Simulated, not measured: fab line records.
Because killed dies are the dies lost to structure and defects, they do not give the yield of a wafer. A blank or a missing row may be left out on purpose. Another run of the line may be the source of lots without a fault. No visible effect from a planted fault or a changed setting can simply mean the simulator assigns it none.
Comparing a struck lot with a sound one | flow n5Finfet | 16 steps out of a route of 1938
Sound: the wafers L476.1, L476.2, L476.4. Struck: wafers L485.1, L485.3, L485.6. At the end, the cause is stated.
Per side, at each step with rows, come the tool, then ch with its chambers, and then its first start. Under that, the readings that differ: sound wafers | struck wafers | difference of the means | sigmas: that difference in standard deviations of wafers without a fault.
alike: words and numbers the same on both sides, and readings whose means are apart by under 2 such deviations; not compared: readings that were withheld, readings missing a value for some wafer, numbers with overlapping values and no deviation given by the record, and bounds like >300 which may hide the same value.
A row with sigmas, a row that says differs or no value, or rows on one side alone: a step with any of these is where the two part. Non-overlapping numbers with no deviation appear without sigmas and do not part them. Lack of a reading on every wafer of one side parts them only where that side has two or more wafers.

first, 6 steps without rows for these wafers: N5_BEOL_M4_COAT_22 (resist thk 30 nm); N5_BEOL_M4_EBR_24; N5_BEOL_M4_SOFTBAKE_23 (time 60 s); N5_BEOL_M4_EXPOSE_25 (exposes mask V3, defocus 5 nm); N5_BEOL_M4_PEB_26 (peb time 60 s); N5_BEOL_M4_DEVELOP_27 (develop time 30 s).
N5_BEOL_M4_CD_MEAS_28: target cd 26.2 nm, target cd y 24.1 nm.
  sound on cdSem-03 ch 0, day 10 22:57; struck on cdSem-03 ch 0, day 13 10:32
  alike: cdNm
N5_BEOL_M4_OVL_MEAS_29:
  sound on overlay-02 ch 0, day 10 22:59; struck on overlay-01 ch 0, day 13 10:34
  alike: V3_OVL
N5_BEOL_M4_INSPECT_30: inspects for defects (brightfield).
  struck on defectInspect-02, day 13 10:37; sound on defectInspect-01, day 10 23:02
reading        | sound       | struck      | difference | sigmas
rawDefectCount | 456 502 721 | 372 365 338 | -201       | -2
N5_BEOL_M4_DESCUM_33: chemistry O2, time 7 s.
  sound on rieDiel-02 ch 0,1,3, day 10 23:04; struck on rieDiel-02 ch 1,2, day 13 10:40
  alike: drypumpMotorCurrentA, o2FlowSccm, oesProductAu, rfVppV, showerheadPlenumPTorr, throttleValvePct
  not compared: rfHoursCounterH
N5_BEOL_M4_ETCH_77: etches underlayer in N2/H2, target depth 6.5 nm, time 5.2 s.
  sound on rieDiel-02 ch 0,1,3, day 10 23:07; struck on rieDiel-02 ch 1,2, day 13 10:41
  alike: biasW, drypumpMotorCurrentA, etchRfOnTimeS, oesProductAu, rfVppV, showerheadPlenumPTorr, throttleValvePct
  not compared: rfHoursCounterH
N5_BEOL_M4_ETCH_69: etches SiARC in CF4, target depth 15.6 nm, time 26 s.
  sound on rieDiel-02 ch 0,1,3, day 10 23:07; struck on rieDiel-02 ch 1,2, day 13 10:43
  alike: biasW, cf4FlowSccm, drypumpMotorCurrentA, etchRfOnTimeS, oesProductAu, rfVppV, showerheadPlenumPTorr, throttleValvePct
  not compared: rfHoursCounterH
N5_BEOL_M4_ALD_98: deposits SiO2, target thk 2.5 nm, pulse time 1 s, co reactant pulse time 1 s.
  sound on aldSin-03 ch 0,1,2, day 10 23:13; struck on aldSin-04 ch 0,2, day 13 10:47
  no value came back on the struck wafers for any of 5 readings (aldCycles, chamberPressureTorr (Torr) and others); on the sound wafers aldCycles reads 17 17 17
N5_BEOL_M4_ETCHBACK_99: etches SiO2 in CHF3, target depth 5 nm, time 10.4 s.
  sound on rieDiel-01 ch 1,2,3, day 11 10:16; struck on rieDiel-02 ch 0,1, day 13 17:04
  alike: biasW, drypumpMotorCurrentA, oes_f_703_au, oesProductAu, rfVppV, showerheadPlenumPTorr, throttleValvePct
  not compared: rfHoursCounterH
N5_BEOL_M4_RC_MEAS_101:
  sound on prober-01 ch 0, day 11 15:01; struck on prober-01 ch 0, day 13 23:19
reading        | sound             | struck            | difference | sigmas
DIBL_N (mV/V)  | 39.2 37.9 37.1    | 33.9 33.5 34.9    | -4.0       | -3
IOFF_N (nA/um) | 0.200 0.172 0.155 | 0.123 0.119 0.130 | -0.052     | -2
  alike: DIBL_P, IOFF_P, ION_N, ION_P, SS_N, SS_P, VT_N, VT_P
-- record jumps: 4 days separate the struck wafers' starts on either side; left off in module BEOL_M4, taken up again in module PASSIVATION, whose first shown step is the route's number 1936 --
N5_PASSIVATION_PROBE_49:
  struck on prober-02, day 18 07:47; sound on prober-01, day 16 01:20
reading          | sound    | struck | difference | sigmas
killedAtFrontEnd | 39 65 52 | 24 30  | -25        | -2
  alike: defectLimitedYield, killed_at_M0_to_M3, killed_at_M4_up, killedAtContacts, killedAtOther, killedDies, killedOpen, killedShort, sort_bin_5_function, sort_bin_6_memory, sortNPass, sortYieldPct

== WHERE THEY PART ==
First at N5_BEOL_M4_INSPECT_30; last, within this record, at N5_PASSIVATION_PROBE_49.

WHY: the cause the simulator had injected
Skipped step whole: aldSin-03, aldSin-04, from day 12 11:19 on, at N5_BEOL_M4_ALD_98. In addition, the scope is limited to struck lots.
